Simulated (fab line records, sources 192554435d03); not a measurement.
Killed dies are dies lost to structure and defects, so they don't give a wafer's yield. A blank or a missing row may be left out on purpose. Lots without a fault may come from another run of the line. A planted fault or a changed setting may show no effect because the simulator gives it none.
fab line records | flow n5_finfet
record lots=24 wafers=72 last_day=17
route steps=1938 shown BEOL_M9@1436 BEOL_M10@1474
lots that met no fault: from a run of the same line without faults
start_h: hours from the record's first day to the start of the lot's first wafer shown | wait_h: hours since the lot's step before | " the same as in the row above | L1.1+2: a row that stands for several wafers | - no value, or no start given | * or withheld: withheld | < > ~ a bound
route shown NAME@n: a module of which the file shows steps, and the number in the route of the first | usual: mean/standard deviation of fault-free wafers | same: alike in all rows | chamber/n: place in a boat | sites: the reading at each site | _std_site: their standard deviation | _edge_site: outer sites' mean less inner sites' | radius_mm: how far each site lies from the wafer's centre | mask NAME#n: copy n | behind: the tool/chamber that last shaped the wafer | hold: why the lot was held/for how many hours/how that ended | device: the transistor (n, p or np) that didn't switch | end of line: the same wafers' tests at the end of the route | a step without rows: its recipe alone | killed: dies lost to structure and defects at the first sort, not the wafer's yield | map: a wafer's dies, x killed, . not, _ none there
set.NAME: the setting as run; set.NAME@STEP: as run at that earlier step | model.NAME: the simulator's own value behind a step, which no gauge read
steps of the route over a sample of lots; a table a step, a row a wafer
services: from which hour (start_h, from the record's first day; less than 0 if before it) a tool's chamber was out of use, for how many hours, and why
## steps
# step N5_BEOL_M9_INSPECT_30
# recipe mode=adi inspect_instrument=brightfield
# usual raw_defect_count=409/100
# columns lot.wafer tool chamber start_h wait_h raw_defect_count
L074.3 defect_inspect-01 - 212.16 0.0 394
L074.4 " - " " 429
L074.5 " - " " 466
L076.3 defect_inspect-01 - 212.20 0.0 432
L076.5 " - " " 429
L076.6 " - " " 327
L075.2 defect_inspect-02 - 220.51 0.0 281
L075.3 " - " " 376
L075.5 " - " " 281
L078.2 defect_inspect-01 - 223.00 0.0 470
L078.5 " - " " 321
L078.6 " - " " 381
L077.1 defect_inspect-01 - 228.53 0.1 375
L077.4 " - " " 423
L077.5 " - " " 419
L079.1 defect_inspect-02 - 234.94 0.1 386
L079.2 " - " " 390
L079.3 " - " " 374
L080.2 defect_inspect-01 - 242.75 0.0 533
L080.5 " - " " 569
L080.6 " - " " 619
L081.2 defect_inspect-02 - 247.61 0.0 770
L081.4 " - " " 392
L081.5 " - " " 507
L083.1 defect_inspect-01 - 259.74 0.1 499
L083.3 " - " " 365
L083.4 " - " " 490
L082.2 defect_inspect-02 - 260.01 0.0 582
L082.3 " - " " 450
L082.5 " - " " 437
L084.2 defect_inspect-01 - 264.21 0.0 561
L084.3 " - " " 554
L084.4 " - " " 505
L085.3 defect_inspect-02 - 271.42 0.0 395
L085.5 " - " " 307
L085.6 " - " " 282
L086.4 defect_inspect-01 - 279.52 0.0 657
L086.5 " - " " 618
L086.6 " - " " 468
L087.2 defect_inspect-01 - 289.20 0.0 267
L087.3 " - " " 300
L087.5 " - " " 380
L088.2 defect_inspect-01 - 291.34 0.0 322
L088.4 " - " " 301
L088.6 " - " " 413
L089.1 defect_inspect-02 - 298.65 0.1 269
L089.2 " - " " 416
L089.3 " - " " 309
L090.1 defect_inspect-01 - 298.81 0.1 387
L090.2 " - " " 379
L090.3 " - " " 429
L091.1 defect_inspect-01 - 308.91 0.1 401
L091.5 " - " " 369
L091.6 " - " " 312
L092.3 defect_inspect-02 - 321.67 0.0 320
L092.4 " - " " 493
L092.5 " - " " 300
L094.1 defect_inspect-02 - 328.39 0.1 379
L094.2 " - " " 312
L094.4 " - " " 401
L093.1 defect_inspect-01 - 332.86 0.1 484
L093.2 " - " " 503
L093.5 " - " " 612
L095.1 defect_inspect-02 - 335.02 0.1 269
L095.3 " - " " 277
L095.4 " - " " 348
L096.2 defect_inspect-02 - 339.36 0.0 397
L096.3 " - " " 390
L096.6 " - " " 276
L097.3 defect_inspect-02 - 349.88 0.0 394
L097.5 " - " " 355
L097.6 " - " " 319
# step N5_BEOL_M9_VIA_ETCH_34
# recipe chemistry=C4F6/O2 target=SiCOH_lowk target_depth_a=1824 mask_material=SOC taper_deg=4 time_s=68.4 ion_energy_ev=250 pressure_mtorr=30 source_w=345 bias_w=185 Ar_flow_sccm=300 C4F6_flow_sccm=10 O2_flow_sccm=10
# usual bias_w=185.0/0.5 chamber_pressure_mTorr=29.995/0.024 drypump_motor_current_A=6.0/0.54 oes_product_au=0.82/0.1 rf_vpp_V=666/24 showerhead_plenum_p_Torr=2.83/0.084 throttle_valve_pct=20.9/0.32
# columns lot.wafer tool chamber start_h wait_h bias_w chamber_pressure_mTorr drypump_motor_current_A oes_product_au rf_hours_counter_h rf_vpp_V showerhead_plenum_p_Torr throttle_valve_pct
L074.3 rie_diel-06 3 212.37 0.0 185.8 29.976 6.8 0.67 240 689 2.65 20.8
L074.4 " 1 " " 184.4 30.024 6.0 1.00 1 677 2.78 20.7
L074.5 " 1 " " 185.0 29.992 6.0 1.01 - 678 2.78 20.7
L076.3 rie_diel-03 3 212.41 0.0 184.9 29.953 6.4 0.71 243 670 2.79 21.0
L076.5 " 3 " " 184.7 29.997 6.5 0.70 - 671 2.79 21.0
L076.6 " 0 " " 185.0 29.974 6.4 0.75 - 631 2.71 20.8
L075.2 rie_diel-04 3 220.72 0.0 185.4 29.989 5.6 0.73 177 649 2.98 21.5
L075.3 " 2 " " 184.0 30.032 5.1 0.82 59 696 2.80 21.1
L075.5 " 1 " " 184.7 29.946 6.4 0.85 - 702 2.77 21.2
L078.2 rie_diel-06 1 223.21 0.0 185.3 30.005 6.0 0.99 5 679 2.78 20.7
L078.5 " 2 " " 185.3 29.981 4.9 0.70 - 648 2.80 21.1
L078.6 " 3 " " 185.3 29.971 6.8 0.67 - 687 2.65 20.8
L077.1 rie_diel-03 2 228.74 0.0 184.8 30.004 6.2 0.99 2 699 2.86 20.2
L077.4 " 3 " " 185.2 29.988 6.5 0.70 249 672 2.79 21.0
L077.5 " 1 " " 184.4 29.982 5.8 0.74 - 657 2.93 21.0
L079.1 rie_diel-03 0 235.23 0.0 185.8 30.012 6.4 0.76 175 631 2.70 20.8
L079.2 " 1 " " 185.6 29.983 5.8 0.74 178 657 2.93 21.0
L079.3 " 3 " " 184.5 30.002 6.5 0.70 250 671 2.79 21.0
L080.2 rie_diel-04 0 242.97 0.0 185.0 29.998 6.4 0.69 200 677 2.82 20.7
L080.5 " 3 " " 185.2 30.031 5.6 0.74 - 648 2.97 21.5
L080.6 " 2 " " 185.8 30.000 5.2 0.82 - 696 2.80 21.1
L081.2 rie_diel-06 0 247.82 0.0 185.3 30.031 6.1 0.77 134 633 2.88 21.2
L081.4 " 0 " " 186.1 30.004 6.1 0.77 - 633 2.88 21.2
L081.5 " 1 " " 185.6 29.988 5.9 0.96 - 677 2.78 20.8
L083.1 rie_diel-03 2 259.95 0.0 185.8 29.962 6.2 0.94 15 698 2.86 20.2
L083.3 " 3 " " 184.5 29.973 6.5 0.99 1 669 2.78 20.6
L083.4 " 1 " " 184.1 30.024 5.8 0.73 188 657 2.92 21.0
L082.2 rie_diel-06 2 260.22 0.0 184.5 30.012 4.9 0.69 238 647 2.80 21.1
L082.3 " 0 " " 185.3 30.015 6.1 0.76 140 635 2.87 21.2
L082.5 " 0 " " 185.6 30.018 6.1 0.75 - 635 2.87 21.2
L084.2 rie_diel-06 0 264.50 0.0 184.9 30.023 6.1 0.76 141 635 2.87 21.2
L084.3 " 3 " " 186.2 29.965 6.8 0.98 2 698 2.98 20.5
L084.4 " 2 " " 184.8 30.002 4.9 0.69 240 647 2.79 21.2
L085.3 rie_diel-03 1 271.63 0.0 185.4 29.986 5.8 0.72 192 657 2.92 21.1
L085.5 " 3 " " 184.9 29.979 6.5 0.97 - 671 2.78 20.6
L085.6 " 0 " " 183.9 29.991 6.4 0.74 - 632 2.70 20.8
L086.4 rie_diel-06 3 279.73 0.0 185.8 30.010 6.8 0.95 7 700 2.98 20.5
L086.5 " 2 " " 184.9 29.976 4.9 0.68 - 647 2.79 21.1
L086.6 " 1 " " 184.6 29.983 5.9 0.91 - 678 2.77 20.8
L087.2 rie_diel-06 2 289.73 0.0 185.3 29.944 4.9 0.68 247 646 2.79 21.1
L087.3 " 0 " " 184.9 29.978 6.1 0.76 149 634 2.87 21.2
L087.5 " 2 " " 185.6 30.012 4.9 0.69 - 648 2.79 21.1
L088.2 rie_diel-03 1 291.56 0.0 185.1 29.997 5.8 0.73 198 656 2.92 21.1
L088.4 " 3 " " 185.5 30.028 6.5 0.95 12 669 2.78 20.6
L088.6 " 1 " " 183.9 30.038 5.8 0.72 - 658 2.92 21.1
L089.1 rie_diel-06 1 299.52 0.0 184.3 29.934 6.0 0.90 33 678 2.77 20.8
L089.2 " 3 " " 185.0 30.033 6.8 0.93 12 699 2.98 20.5
L089.3 " 0 " " 184.8 29.955 6.1 0.75 154 635 2.87 21.2
L090.1 rie_diel-03 2 300.46 0.0 185.0 30.026 6.2 0.91 28 700 2.85 20.3
L090.2 " 1 " " 184.8 30.020 5.8 0.72 203 658 2.92 21.1
L090.3 " 0 " " 185.2 30.011 6.4 0.73 199 633 2.69 20.8
L091.1 rie_diel-06 1 309.18 0.0 184.9 29.971 6.0 0.91 37 677 2.76 20.8
L091.5 " 0 " " 184.7 29.983 6.1 0.75 - 635 2.86 21.2
L091.6 " 1 " " 185.2 29.998 6.0 0.90 - 676 2.76 20.8
L092.3 rie_diel-06 1 321.88 0.0 185.0 29.988 6.0 0.90 42 676 2.76 20.8
L092.4 " 2 " " 184.4 29.952 4.9 0.97 0 648 2.79 20.6
L092.5 " 0 " " 184.3 29.996 6.1 0.73 - 636 2.86 21.2
L094.1 rie_diel-04 1 328.61 0.0 185.0 30.006 6.5 0.83 72 701 2.76 21.2
L094.2 " 2 " " 184.7 30.012 5.2 0.80 89 695 2.79 21.1
L094.4 " 0 " " 184.7 30.037 6.4 0.67 220 676 2.82 20.7
L093.1 rie_diel-06 0 333.29 0.0 185.5 30.031 6.1 0.74 166 634 2.86 21.2
L093.2 " 2 " " 184.5 29.977 4.9 0.95 4 647 2.79 20.6
L093.5 " 1 " " 184.9 29.966 6.0 0.90 - 678 2.76 20.8
L095.1 rie_diel-04 1 335.37 0.0 184.6 29.973 6.5 0.81 74 700 2.76 21.2
L095.3 " 3 " " 184.4 29.993 5.6 0.72 209 649 2.96 21.6
L095.4 " 0 " " 185.0 29.957 6.4 0.67 222 677 2.81 20.7
L096.2 rie_diel-06 3 339.61 0.0 185.3 30.013 6.8 0.91 26 700 2.97 20.5
L096.3 " 0 " " 184.3 29.984 6.1 0.74 169 635 2.86 21.2
L096.6 " 1 " " 184.7 29.988 5.9 0.89 - 678 2.76 20.8
L097.3 rie_diel-03 0 350.09 0.0 185.4 29.995 6.4 0.73 214 631 2.69 20.8
L097.5 " 3 " " 185.2 30.000 6.4 0.90 - 670 2.77 20.6
L097.6 " 2 " " 185.9 29.980 6.2 0.89 - 699 2.85 20.3
# step N5_BEOL_M9_STRIP_36
# recipe chemistry=N2/H2 power_w=450 temp_c=40 pressure_mtorr=20 rf_frequency_hz=6e+07 overash_fraction=0.3 bias_power_w=7 h2_frac=0.5 n2_flow_sccm=200 h2_flow_sccm=200
# usual chamber_pressure_mTorr=20.007/0.029 drypump_motor_current_A=6.0/0.54 oes_product_au=0.81/0.1 rf_vpp_V=59.1/1.6 showerhead_plenum_p_Torr=2.52/0.086 throttle_valve_pct=23.6/0.34
# same overash_fraction=0.3
# columns lot.wafer tool chamber start_h wait_h chamber_pressure_mTorr drypump_motor_current_A oes_product_au rf_hours_counter_h rf_vpp_V showerhead_plenum_p_Torr throttle_valve_pct
L074.3 rie_diel-06 3 212.43 0.0 20.006 6.8 0.67 240 58.4 2.41 23.9
L074.4 " 1 " " 20.011 5.9 0.98 2 60.4 2.48 23.4
L074.5 " 1 " " 19.987 6.0 0.97 - 59.4 2.48 23.3
L076.3 rie_diel-03 3 212.47 0.0 19.973 6.4 0.70 243 61.5 2.50 24.1
L076.5 " 3 " " 20.025 6.4 0.69 - 59.4 2.49 24.1
L076.6 " 0 " " 20.020 6.4 0.75 - 58.8 2.41 23.5
L075.2 rie_diel-04 3 220.78 0.0 20.000 5.6 0.74 177 56.8 2.65 24.3
L075.3 " 2 " " 20.004 5.1 0.82 60 56.7 2.46 23.5
L075.5 " 1 " " 20.043 6.4 0.85 - 57.7 2.46 24.1
L078.2 rie_diel-06 1 223.27 0.0 19.958 6.0 0.95 5 58.5 2.47 23.4
L078.5 " 2 " " 20.067 4.9 0.70 - 57.7 2.50 23.7
L078.6 " 3 " " 19.998 6.8 0.67 - 58.3 2.40 23.8
L077.1 rie_diel-03 2 228.80 0.0 20.016 6.2 0.99 2 58.5 2.56 22.8
L077.4 " 3 " " 20.004 6.4 0.70 249 60.7 2.49 24.1
L077.5 " 1 " " 19.993 5.8 0.73 - 57.9 2.62 23.5
L079.1 rie_diel-03 0 235.29 0.0 20.016 6.4 0.75 175 58.9 2.41 23.6
L079.2 " 1 " " 20.010 5.8 0.72 178 60.6 2.61 23.5
L079.3 " 3 " " 19.963 6.5 0.69 250 57.0 2.49 24.1
L080.2 rie_diel-04 0 243.03 0.0 19.986 6.3 0.68 200 56.9 2.53 23.3
L080.5 " 3 " " 20.007 5.6 0.73 - 61.2 2.65 24.4
L080.6 " 2 " " 19.951 5.1 0.82 - 56.9 2.46 23.5
L081.2 rie_diel-06 0 247.88 0.0 20.016 6.1 0.76 134 60.1 2.54 23.7
L081.4 " 0 " " 20.044 6.1 0.76 - 58.7 2.54 23.7
L081.5 " 1 " " 20.001 5.9 0.94 - 59.0 2.47 23.4
L083.1 rie_diel-03 2 260.01 0.0 20.016 6.2 0.95 15 57.1 2.55 22.8
L083.3 " 3 " " 19.997 6.4 0.99 1 59.6 2.49 23.7
L083.4 " 1 " " 20.017 5.8 0.72 188 59.2 2.61 23.4
L082.2 rie_diel-06 2 260.28 0.0 20.070 4.9 0.67 238 60.5 2.49 23.7
L082.3 " 0 " " 20.041 6.1 0.74 140 60.5 2.54 23.7
L082.5 " 0 " " 19.964 6.1 0.75 - 60.9 2.54 23.7
L084.2 rie_diel-06 0 264.56 0.0 19.997 6.1 0.76 141 60.2 2.54 23.6
L084.3 " 3 " " 19.982 6.8 0.97 2 58.3 2.72 23.5
L084.4 " 2 " " 20.050 4.9 0.68 240 56.6 2.49 23.7
L085.3 rie_diel-03 1 271.70 0.0 20.052 5.8 0.71 192 58.7 2.61 23.5
L085.5 " 3 " " 19.991 6.5 0.97 - 55.5 2.49 23.7
L085.6 " 0 " " 20.003 6.4 0.75 - 58.4 2.40 23.5
L086.4 rie_diel-06 3 279.80 0.0 20.058 6.8 0.95 7 59.4 2.72 23.5
L086.5 " 2 " " 20.051 4.9 0.68 - 57.4 2.49 23.7
L086.6 " 1 " " 20.003 6.0 0.92 - 59.0 2.47 23.4
L087.2 rie_diel-06 2 289.79 0.0 20.012 4.9 0.68 247 57.3 2.49 23.7
L087.3 " 0 " " 20.042 6.1 0.73 149 59.8 2.53 23.7
L087.5 " 2 " " 20.000 4.9 0.68 - 56.9 2.49 23.7
L088.2 rie_diel-03 1 291.62 0.0 20.012 5.8 0.71 198 55.0 2.61 23.5
L088.4 " 3 " " 19.966 6.4 0.95 12 62.0 2.49 23.7
L088.6 " 1 " " 20.000 5.8 0.71 - 60.9 2.61 23.5
L089.1 rie_diel-06 1 299.58 0.0 19.964 6.0 0.90 33 60.5 2.46 23.4
L089.2 " 3 " " 19.995 6.8 0.93 12 58.2 2.72 23.5
L089.3 " 0 " " 20.027 6.1 0.74 154 58.8 2.53 23.7
L090.1 rie_diel-03 2 300.52 0.0 19.968 6.2 0.91 28 58.0 2.55 22.8
L090.2 " 1 " " 20.036 5.8 0.70 203 60.1 2.60 23.5
L090.3 " 0 " " 19.932 6.4 0.72 199 60.9 2.40 23.6
L091.1 rie_diel-06 1 309.24 0.0 20.046 5.9 0.88 37 59.8 2.46 23.4
L091.5 " 0 " " 19.997 6.1 0.75 - 58.4 2.53 23.7
L091.6 " 1 " " 19.972 6.0 0.89 - 59.8 2.46 23.4
L092.3 rie_diel-06 1 321.94 0.0 20.047 6.0 0.87 42 59.8 2.46 23.4
L092.4 " 2 " " 20.014 4.9 0.98 0 56.1 2.48 23.1
L092.5 " 0 " " 20.032 6.2 0.74 - 59.1 2.53 23.7
L094.1 rie_diel-04 1 328.67 0.0 19.960 6.5 0.82 72 57.7 2.45 24.1
L094.2 " 2 " " 20.015 5.1 0.78 89 62.1 2.45 23.6
L094.4 " 0 " " 20.010 6.4 0.66 220 59.5 2.52 23.4
L093.1 rie_diel-06 0 333.35 0.0 19.998 6.1 0.73 166 58.0 2.53 23.7
L093.2 " 2 " " 20.038 4.9 0.94 4 60.7 2.48 23.1
L093.5 " 1 " " 20.056 6.0 0.85 - 60.0 2.46 23.4
L095.1 rie_diel-04 1 335.43 0.0 20.006 6.5 0.81 74 58.9 2.45 24.1
L095.3 " 3 " " 20.022 5.6 0.71 209 61.1 2.64 24.4
L095.4 " 0 " " 20.021 6.3 0.65 222 58.6 2.52 23.4
L096.2 rie_diel-06 3 339.68 0.0 19.975 6.8 0.90 26 58.0 2.71 23.5
L096.3 " 0 " " 20.049 6.1 0.73 169 60.0 2.52 23.7
L096.6 " 1 " " 20.020 6.0 0.86 - 59.7 2.46 23.4
L097.3 rie_diel-03 0 350.15 0.0 20.028 6.4 0.71 214 58.8 2.39 23.6
L097.5 " 3 " " 20.013 6.5 0.90 - 55.5 2.48 23.7
L097.6 " 2 " " 20.010 6.2 0.88 - 59.5 2.54 22.8
# step N5_BEOL_M9_SURFACE_TREAT_79
# recipe gas=Ar time_s=* ion_energy_ev=* ion_current_ma_cm2=0.5 pressure_mtorr=* ar_flow_sccm=30
# usual throttle_valve_pct=*
# columns lot.wafer tool chamber start_h wait_h throttle_valve_pct
L074.3 pvd_sputter-02 - 213.69 0.2 *
L074.4 " - " " *
L074.5 " - " " *
L076.3 pvd_sputter-02 - 214.31 0.3 *
L076.5 " - " " *
L076.6 " - " " *
L075.2 pvd_sputter-03 - 222.07 0.2 *
L075.3 " - " " *
L075.5 " - " " *
L078.2 pvd_sputter-01 - 225.93 0.9 *
L078.5 " - " " *
L078.6 " - " " *
L077.1 pvd_sputter-03 - 229.97 0.2 *
L077.4 " - " " *
L077.5 " - " " *
L079.1 pvd_sputter-03 - 237.03 0.8 *
L079.2 " - " " *
L079.3 " - " " *
L080.2 pvd_sputter-01 - 244.28 0.2 *
L080.5 " - " " *
L080.6 " - " " *
L081.2 pvd_sputter-03 - 249.35 0.2 *
L081.4 " - " " *
L081.5 " - " " *
L083.1 pvd_sputter-03 - 261.74 0.4 *
L083.3 " - " " *
L083.4 " - " " *
L082.2 pvd_sputter-03 - 261.82 0.2 *
L082.3 " - " " *
L082.5 " - " " *
L084.2 pvd_sputter-03 - 266.44 0.4 *
L084.3 " - " " *
L084.4 " - " " *
L085.3 pvd_sputter-02 - 273.14 0.2 *
L085.5 " - " " *
L085.6 " - " " *
L086.4 pvd_sputter-01 - 281.31 0.2 *
L086.5 " - " " *
L086.6 " - " " *
L087.2 pvd_sputter-03 - 292.34 0.2 *
L087.3 " - " " *
L087.5 " - " " *
L088.2 pvd_sputter-03 - 293.45 0.5 *
L088.4 " - " " *
L088.6 " - " " *
L089.1 pvd_sputter-01 - 300.76 0.2 *
L089.2 " - " " *
L089.3 " - " " *
L090.1 pvd_sputter-03 - 303.62 0.2 *
L090.2 " - " " *
L090.3 " - " " *
L091.1 pvd_sputter-03 - 310.92 0.2 *
L091.5 " - " " *
L091.6 " - " " *
L092.3 pvd_sputter-02 - 323.08 0.2 *
L092.4 " - " " *
L092.5 " - " " *
L094.1 pvd_sputter-02 - 330.33 0.2 *
L094.2 " - " " *
L094.4 " - " " *
L093.1 pvd_sputter-03 - 336.11 0.2 *
L093.2 " - " " *
L093.5 " - " " *
L095.1 pvd_sputter-03 - 336.69 0.2 *
L095.3 " - " " *
L095.4 " - " " *
L096.2 pvd_sputter-01 - 341.61 0.3 *
L096.3 " - " " *
L096.6 " - " " *
L097.3 pvd_sputter-03 - 352.25 0.3 *
L097.5 " - " " *
L097.6 " - " " *
# step N5_BEOL_M9_CMP_52
# recipe stop_on=SiCOH_lowk t_overpolish_s=7 down_force_psi=1 platen_rpm=50 clearing_platen_down_force_psi=1.5 clearing_platen_rpm=50 post_cmp_clean=cu_alkaline target_thk_nm=140 clearing_platen_pad_velocity_m_s=0.99484 pad_velocity_m_s=0.99484
# usual barrier_field_endpoint_s=28.5/0.83 edge_zone_pressure_frac=1.000/0.005 motor_current_A=6.4/0.59 overpolish_run_s=7.000/0.0093 time_to_endpoint_s=64/3.5
# columns lot.wafer tool chamber start_h wait_h barrier_field_endpoint_s edge_zone_pressure_frac motor_current_A overpolish_run_s time_to_endpoint_s
L074.3 cmp-02 0 214.74 0.2 27.8 0.994 6.8 7.014 58
L074.4 " 1 " " 29.0 0.998 7.0 7.001 66
L074.5 " 0 " " 28.3 0.999 6.7 7.002 57
L076.3 cmp-04 0 215.59 0.3 29.3 1.007 6.8 7.006 68
L076.6 " 1 " " 29.8 1.002 6.7 6.996 63
L076.5 " 2 " " 29.3 1.002 6.0 6.992 67
L075.2 cmp-02 1 222.95 0.2 28.2 0.996 6.8 7.000 69
L075.3 " 2 " " 29.5 1.001 6.9 6.996 67
L075.5 " 1 " " 30.1 0.993 6.6 7.005 72
L078.2 cmp-04 1 226.75 0.2 27.4 1.002 6.6 7.002 62
L078.5 " 1 " " 28.5 0.998 7.2 6.998 61
L078.6 " 2 " " 28.4 1.000 5.8 6.998 64
L077.4 cmp-02 3 230.98 0.2 27.7 1.005 6.2 7.002 60
L077.1 " 1 " " 28.6 1.001 6.9 7.001 68
L077.5 " 3 " " 27.7 1.011 6.2 6.999 61
L079.3 cmp-02 1 237.86 0.2 29.1 1.002 6.7 7.007 64
L079.2 " 2 " " 29.1 1.004 6.5 6.997 66
L079.1 " 3 " " 29.0 0.985 6.8 7.002 62
L080.2 cmp-02 0 245.56 0.2 27.4 0.996 6.5 7.000 62
L080.5 " 3 " " 28.7 0.999 6.3 7.015 67
L080.6 " 0 " " 27.6 1.006 6.8 7.003 62
L081.4 cmp-03 2 250.15 0.2 29.5 1.006 7.1 7.013 69
L081.2 " 3 " " 28.9 0.998 5.0 6.987 66
L081.5 " 1 " " 28.3 1.006 5.7 6.992 61
L083.4 cmp-04 0 262.49 0.1 28.8 0.997 6.3 6.998 66
L083.3 " 2 " " 29.2 0.998 6.1 7.004 69
L083.1 " 3 " " 27.7 1.006 6.7 6.998 66
L082.2 cmp-02 1 262.92 0.3 29.0 0.996 6.9 6.993 70
L082.3 " 2 " " 29.0 1.004 6.4 6.999 65
L082.5 " 1 " " 30.8 1.001 7.0 6.987 73
L084.2 cmp-03 2 268.50 0.2 29.2 1.005 7.2 6.989 70
L084.4 " 3 " " 29.3 0.997 5.1 7.007 67
L084.3 " 0 " " 29.1 1.003 5.5 6.996 60
L085.3 cmp-03 0 274.16 0.2 27.9 1.000 5.5 7.002 59
L085.6 " 3 " " 28.4 1.004 5.2 7.007 66
L085.5 " 0 " " 27.6 1.002 5.3 6.983 57
L086.4 cmp-04 0 282.42 0.2 28.8 0.996 6.6 6.992 64
L086.5 " 2 " " 29.7 1.006 5.9 7.013 71
L086.6 " 3 " " 28.2 0.993 6.7 7.000 62
L087.3 cmp-04 0 293.07 0.2 28.2 0.988 5.9 6.992 64
L087.2 " 1 " " 27.5 0.999 6.9 6.993 60
L087.5 " 3 " " 28.1 0.996 6.4 7.001 61
L088.4 cmp-03 1 294.74 0.1 28.8 0.998 5.7 7.012 64
L088.2 " 0 " " 27.4 0.991 5.2 6.989 57
L088.6 " 2 " " 29.0 0.996 7.2 7.011 65
L089.3 cmp-04 3 302.11 0.2 27.2 1.001 6.1 7.007 64
L089.1 " 0 " " 28.7 1.002 6.1 7.016 62
L089.2 " 1 " " 27.7 0.998 6.6 7.003 62
L090.2 cmp-04 1 304.36 0.2 27.3 1.008 7.0 7.016 60
L090.1 " 2 " " 28.3 0.999 6.2 6.996 64
L090.3 " 0 " " 27.7 1.001 6.8 6.996 64
L091.1 cmp-02 1 312.10 0.3 29.9 0.989 6.6 7.003 72
L091.5 " 0 " " 28.9 1.004 6.0 7.007 65
L091.6 " 1 " " 29.8 0.998 7.0 6.985 69
L092.3 cmp-03 0 324.20 0.3 28.1 1.005 5.5 6.999 58
L092.4 " 1 " " 28.1 0.990 5.8 7.009 61
L092.5 " 3 " " 28.5 0.991 4.9 6.996 62
L094.2 cmp-03 0 331.13 0.2 27.6 0.994 5.7 7.013 59
L094.1 " 1 " " 28.6 1.004 6.1 6.999 62
L094.4 " 2 " " 29.2 1.006 7.0 7.015 69
L093.1 cmp-04 1 336.91 0.3 27.6 0.996 6.8 6.986 62
L093.2 " 2 " " 28.1 1.004 5.7 6.993 65
L093.5 " 0 " " 28.5 1.000 6.1 7.012 66
L095.3 cmp-02 1 337.95 0.2 29.1 0.996 7.1 6.994 68
L095.4 " 3 " " 29.7 1.001 6.5 6.997 67
L095.1 " 0 " " 28.5 0.996 6.8 7.004 59
L096.2 cmp-04 2 342.40 0.2 28.4 1.008 5.7 6.993 65
L096.3 " 0 " " 28.6 0.995 6.6 6.988 64
L096.6 " 2 " " 28.1 1.006 6.2 6.983 63
L097.3 cmp-03 2 353.23 0.2 29.3 1.010 7.2 6.996 69
L097.6 " 2 " " 30.3 1.002 7.0 6.995 71
L097.5 " 3 " " 28.3 1.005 5.1 6.995 66
# step N5_BEOL_M10_HM_DEP_02
# recipe material=TiN target_thk_a=200 temp_c=25 chamber_pressure_pa=0.49996
# usual chamber_pressure_pa=0.5000/0.0011 throttle_valve_pct=29.8/1.6
# columns lot.wafer tool chamber start_h wait_h chamber_pressure_pa throttle_valve_pct
L074.3 pvd_sputter-01 - 217.24 1.3 0.4996 27.3
L074.4 " - " " 0.5003 29.2
L074.5 " - " " 0.5010 27.3
L076.3 pvd_sputter-01 - 217.64 0.9 0.4996 27.4
L076.5 " - " " 0.5007 30.7
L076.6 " - " " 0.5002 27.3
L075.2 pvd_sputter-01 - 226.01 1.4 0.4999 30.8
L075.3 " - " " 0.5023 30.5
L075.5 " - " " 0.4983 27.2
L078.2 pvd_sputter-01 - 229.47 1.1 0.4987 29.1
L078.5 " - " " 0.4993 30.8
L078.6 " - " " 0.4993 29.1
L077.1 pvd_sputter-01 - 233.43 1.3 0.5002 27.2
L077.4 " - " " 0.4991 30.4
L077.5 " - " " 0.4993 30.4
L079.1 pvd_sputter-01 - 242.70 3.7 0.4993 30.7
L079.2 " - " " 0.5010 29.0
L079.3 " - " " 0.5008 27.3
L080.2 pvd_sputter-03 - 248.67 2.0 0.4991 27.9
L080.5 " - " " 0.4977 32.7
L080.6 " - " " 0.4987 28.5
L081.2 pvd_sputter-03 - 252.45 1.2 0.4990 32.5
L081.4 " - " " 0.5001 27.9
L081.5 " - " " 0.4990 29.9
L082.2 pvd_sputter-02 - 264.93 0.9 0.5011 29.2
L082.3 " - " " 0.5009 31.8
L082.5 " - " " 0.5008 32.0
L083.1 pvd_sputter-02 - 265.03 0.9 0.5005 31.5
L083.3 " - " " 0.5001 29.3
L083.4 " - " " 0.5003 30.5
L084.2 pvd_sputter-03 - 269.70 0.0 0.5007 29.7
L084.3 " - " " 0.5016 32.8
L084.4 " - " " 0.5003 28.7
L085.3 pvd_sputter-01 - 275.58 0.1 0.5014 30.6
L085.5 " - " " 0.5016 30.7
L085.6 " - " " 0.5014 27.2
L086.4 pvd_sputter-03 - 284.48 0.9 0.5000 29.7
L086.5 " - " " 0.5004 30.1
L086.6 " - " " 0.4995 28.3
L087.2 pvd_sputter-02 - 295.50 0.8 0.5006 30.2
L087.3 " - " " 0.5008 31.8
L087.5 " - " " 0.5012 30.3
L088.2 pvd_sputter-03 - 299.21 2.5 0.5020 32.6
L088.4 " - " " 0.4985 30.1
L088.6 " - " " 0.5007 32.8
L089.1 pvd_sputter-03 - 306.08 2.1 0.5002 28.1
L089.2 " - " " 0.5002 32.9
L089.3 " - " " 0.5006 28.4
L090.1 pvd_sputter-03 - 306.38 0.9 0.5010 32.7
L090.2 " - " " 0.5003 28.9
L090.3 " - " " 0.4999 27.8
L091.1 pvd_sputter-01 - 313.30 0.1 0.4999 29.3
L091.5 " - " " 0.4980 30.4
L091.6 " - " " 0.5000 27.5
L092.3 pvd_sputter-03 - 326.27 1.0 0.5013 32.8
L092.4 " - " " 0.4994 29.9
L092.5 " - " " 0.4982 28.2
L094.1 pvd_sputter-01 - 333.33 1.1 0.4999 30.8
L094.2 " - " " 0.5002 28.9
L094.4 " - " " 0.4989 30.6
L093.1 pvd_sputter-03 - 339.91 1.4 0.4997 29.6
L093.2 " - " " 0.5013 28.6
L093.5 " - " " 0.5000 28.1
L095.1 pvd_sputter-03 - 340.23 1.1 0.5021 32.5
L095.3 " - " " 0.5012 29.9
L095.4 " - " " 0.5017 28.5
L096.2 pvd_sputter-03 - 344.95 1.4 0.4998 30.0
L096.3 " - " " 0.5004 27.9
L096.6 " - " " 0.4991 28.7
L097.3 pvd_sputter-02 - 356.02 1.6 0.4981 29.4
L097.5 " - " " 0.4965 31.4
L097.6 " - " " 0.4981 29.2
## services
# columns tool chamber start_h hours kind
rie_diel-04 - 189.36 0.7 repair
rie_diel-03 2 189.95 11.4 repair
cmp-03 - 198.21 4.0 pm
rie_diel-06 1 200.94 9.8 repair
rie_diel-03 2 201.58 - clean
rie_diel-03 2 201.58 - consumable_replace:focus_ring
cmp-03 - 242.22 1.0 repair
rie_diel-06 3 243.38 - clean
rie_diel-06 3 243.38 - consumable_replace:focus_ring
rie_diel-06 3 243.38 - consumable_replace:showerhead
rie_diel-06 3 243.38 15.5 scheduled_down
rie_diel-06 3 243.38 15.5 vent_cycle
rie_diel-03 0 248.64 2.4 repair
cmp-02 - 258.39 1.0 repair
rie_diel-04 0 270.55 4.8 repair
cmp-02 - 274.75 4.3 pm
cmp-02 - 297.52 1.5 repair
rie_diel-06 2 298.30 - clean
rie_diel-06 2 298.30 - consumable_replace:focus_ring
rie_diel-06 2 298.30 21.3 scheduled_down
rie_diel-06 2 298.30 21.3 vent_cycle
rie_diel-03 0 321.20 4.8 repair
cmp-04 - 329.05 4.0 pm
cmp-03 - 347.68 2.1 repair
## key
fault none
